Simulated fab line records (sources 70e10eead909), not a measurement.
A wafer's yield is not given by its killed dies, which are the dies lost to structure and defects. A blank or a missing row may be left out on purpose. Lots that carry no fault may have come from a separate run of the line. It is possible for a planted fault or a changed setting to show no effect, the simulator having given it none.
Chamber matching | flow nand harc | cmp-01 running NHARC_A_DECK1_JOINT_CMP_02: 4 sister chambers
The step polishes SiOx. 8 wafers are shown with their chamber, then 7 later ones without.

## WAFERS, EACH WITH ITS CHAMBER
wafer  | chamber | motor current A (A) | edge zone pressure frac
L898.3 | 1       | 10.7                | 0.997
L902.4 | 1       | 11.4                | 1.007
L902.5 | 3       | 14.0                | 1.002
L903.1 | 3       | 13.0                | 0.992
L903.2 | 2       | 11.7                | 0.996
L903.3 | 0       | 12.4                | 1.000
L905.3 | 0       | 12.1                | 0.994
L905.4 | 2       | 12.6                | 0.996

## WAFERS WHOSE CHAMBER IS MISSING
wafer  | motor current A (A) | edge zone pressure frac
L905.5 | 12.5                | 0.995
L906.3 | 13.5                | 1.000
L906.4 | 12.7                | 1.004
L906.6 | 12.7                | 0.999
L920.2 | 11.2                | 1.004
L920.3 | 13.4                | 0.992
L920.5 | 13.6                | 0.998

## EACH ONE'S CHAMBER
wafer  | from the rows above               | in truth
L905.5 | can't be placed: 0 or 2 or 3      | 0
L906.3 | can't be placed: 3 or 0           | 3
L906.4 | can't be placed: 0 or 2 or 3 or 1 | 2
L906.6 | can't be placed: 0 or 2 or 3      | 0
L920.2 | can't be placed: 1 or 2 or 0      | 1
L920.3 | can't be placed: 3 or 0 or 2      | 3
L920.5 | 3                                 | 3
1 of 7 placed correctly. Not placeable from these rows: 6 (in 6, the candidates include the true chamber). Placed wrongly: 0.
How it was worked out, from the rows above alone: a wafer's distance from a chamber is the root of the sum, over the readings, of the square of ((its reading less the chamber's mean) divided by the reading's scatter). If the next closest chamber is less than 2 further off than the closest, the wafer can't be placed; otherwise it belongs to the closest. The mean given for a chamber averages the wafers shown for that chamber. The scatter: take each reading less its chamber's mean, square it, sum over the shown wafers, divide by the number of wafers less the number of chambers, and take the root.
